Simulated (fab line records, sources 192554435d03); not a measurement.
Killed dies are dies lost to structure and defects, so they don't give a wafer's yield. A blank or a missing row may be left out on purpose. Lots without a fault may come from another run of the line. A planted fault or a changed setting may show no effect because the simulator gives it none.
A struck lot beside a sound one | flow n5_finfet | 18 steps out of a route of 1938
Sound: wafers L412.1, L412.3, L412.6. Struck: wafers L410.1, L410.4. (L410.3 of the same lot was not struck and is left out.) The cause comes at the end.
At each step with rows: each side's tool, then ch and its chambers, then its first start. Under that, the readings that differ: sound wafers | struck wafers | difference of the means | sigmas: that difference in standard deviations of wafers without a fault.
alike: readings whose means differ by less than 2 such deviations, and words and numbers that are the same on both sides. not compared: withheld readings, readings that some wafer has no value for, bounds like >300 that may hide the same value, and numbers for which the record gives no deviation and whose values overlap.
The two part at a step that has a row with sigmas, a row that says differs or no value, or rows on one side only. Numbers that don't overlap but have no deviation are shown without sigmas and don't part them. A reading that every wafer of one side lacks parts them only if that side has two wafers or more.

first, 7 steps without rows for these wafers: N5_FIN_SAQP_COAT_50 (time 60 s, resist thk 35 nm); N5_FIN_SAQP_COAT_10 (resist thk 90 nm); N5_FIN_SAQP_EBR_12; N5_FIN_SAQP_SOFTBAKE_11 (time 60 s); N5_FIN_SAQP_EXPOSE_13 (exposes mask FIN CORE, target cd 35.6 nm); N5_FIN_SAQP_PEB_14 (peb time 60 s); N5_FIN_SAQP_DEVELOP_15 (develop time 30 s).
N5_FIN_SAQP_CD_MEAS_16: target cd 35.6 nm.
  sound on cd_sem-02 ch 0, day 3 21:49; struck on cd_sem-03 ch 0, day 3 11:04
  alike: cd_nm
N5_FIN_SAQP_OVL_MEAS_17:
  sound on overlay-02 ch 0, day 3 21:52; struck on overlay-02 ch 0, day 3 11:07
  reading           | sound       | struck   | difference | sigmas
  FIN_CORE_OVL (nm) | 1.1 2.0 0.8 | -0.5 0.1 | -1.5       | -2
N5_FIN_SAQP_INSPECT_18: inspects for defects (brightfield).
  sound on defect_inspect-02, day 3 21:53; struck on defect_inspect-02, day 3 11:08
  alike: raw_defect_count
N5_FIN_SAQP_DESCUM_21: chemistry O2, time 7.9 s.
  sound on rie_diel-04 ch 1,2,3, day 3 21:56; struck on rie_diel-02 ch 3, day 3 11:12
  alike: drypump_motor_current_A, oes_product_au, rf_vpp_V, showerhead_plenum_p_Torr, throttle_valve_pct
  not compared: rf_hours_counter_h
N5_FIN_SAQP_ETCH_51: etches SiARC in CF4, target depth 45.5 nm, time 75.8 s.
  sound on rie_diel-04 ch 1,2,3, day 3 21:58; struck on rie_diel-02 ch 3, day 3 11:14
  alike: drypump_motor_current_A, etch_rf_on_time_s, oes_product_au, rf_vpp_V, showerhead_plenum_p_Torr, throttle_valve_pct
  not compared: rf_hours_counter_h
N5_FIN_SAQP_ETCH_52: etches SOC in N2/H2, target depth 100 nm, overetch 20 nm, time 150 s.
  sound on rie_diel-04 ch 1,2,3, day 3 22:01; struck on rie_diel-02 ch 3, day 3 11:18
  reading                                     | sound             | struck      | difference | sigmas
  model.SiARC_of_FIN_SAQP_COAT_50.thk_nm (nm) | 28.98 29.37 28.99 | 25.49 25.47 | -3.63      |
  alike: drypump_motor_current_A, n2_flow_sccm, oes_product_au, rf_vpp_V, showerhead_plenum_p_Torr, throttle_valve_pct
  not compared: rf_hours_counter_h
then, 1 step without rows for these wafers: N5_FIN_SAQP_STRIP_53 (strips in N2/H2).
N5_FIN_SAQP_HM_OPEN_73: chemistry CHF3/O2, target SiO2, stops on a-Si, target depth 12 nm, time 16.8 s.
  sound on rie_diel-04 ch 1,2,3, day 3 22:08; struck on rie_diel-02 ch 3, day 3 11:24
  reading                                     | sound             | struck      | difference | sigmas
  model.SiARC_of_FIN_SAQP_COAT_50.thk_nm (nm) | 4.512 5.836 4.663 | 1.642 1.716 | -3.325     |
  alike: CHF3_flow_sccm, drypump_motor_current_A, oes_product_au, rf_vpp_V, showerhead_plenum_p_Torr, throttle_valve_pct
  not compared: rf_hours_counter_h
then, 1 step without rows for these wafers: N5_FIN_SAQP_STRIP_74 (strips in CHF3/O2).
-- the record jumps here: 6 days lie between the struck wafers' starts before and after (it left off in module FIN_SAQP and takes up again in module BEOL_M4, whose first step shown is number 1111 of the route) --
N5_BEOL_M4_RC_MEAS_101:
  sound on prober-01 ch 0, day 10 12:01; struck on prober-01 ch 0, day 9 18:11
  reading       | sound          | struck    | difference | sigmas
  ION_P (uA/um) | 461 462 472    | 443 444   | -22        | -3
  VT_P (mV)     | -250 -247 -248 | -253 -257 | -7         | -2
  alike: DIBL_N, DIBL_P, IOFF_N, IOFF_P, ION_N, SS_N, SS_P, VT_N
-- the record jumps here: 4 days lie between the struck wafers' starts before and after (it left off in module BEOL_M4 and takes up again in module PASSIVATION, whose first step shown is number 1936 of the route) --
N5_PASSIVATION_PROBE_49:
  sound on prober-01, day 14 23:33; struck on prober-01, day 13 18:43
  reading         | sound   | struck | difference | sigmas
  killed_at_other | 5 12 10 | 3 1    | -7         | -2
  alike: defect_limited_yield, killed_at_M0_to_M3, killed_at_M4_up, killed_at_contacts, killed_at_front_end, killed_dies, killed_open, killed_short, sort_bin_5_function, sort_bin_6_memory, sort_bin_8_speed, sort_n_pass, sort_yield_pct

WHERE THEY PART
First at N5_FIN_SAQP_OVL_MEAS_17; last, within this record, at N5_PASSIVATION_PROBE_49.

WHY: what the simulator had put in
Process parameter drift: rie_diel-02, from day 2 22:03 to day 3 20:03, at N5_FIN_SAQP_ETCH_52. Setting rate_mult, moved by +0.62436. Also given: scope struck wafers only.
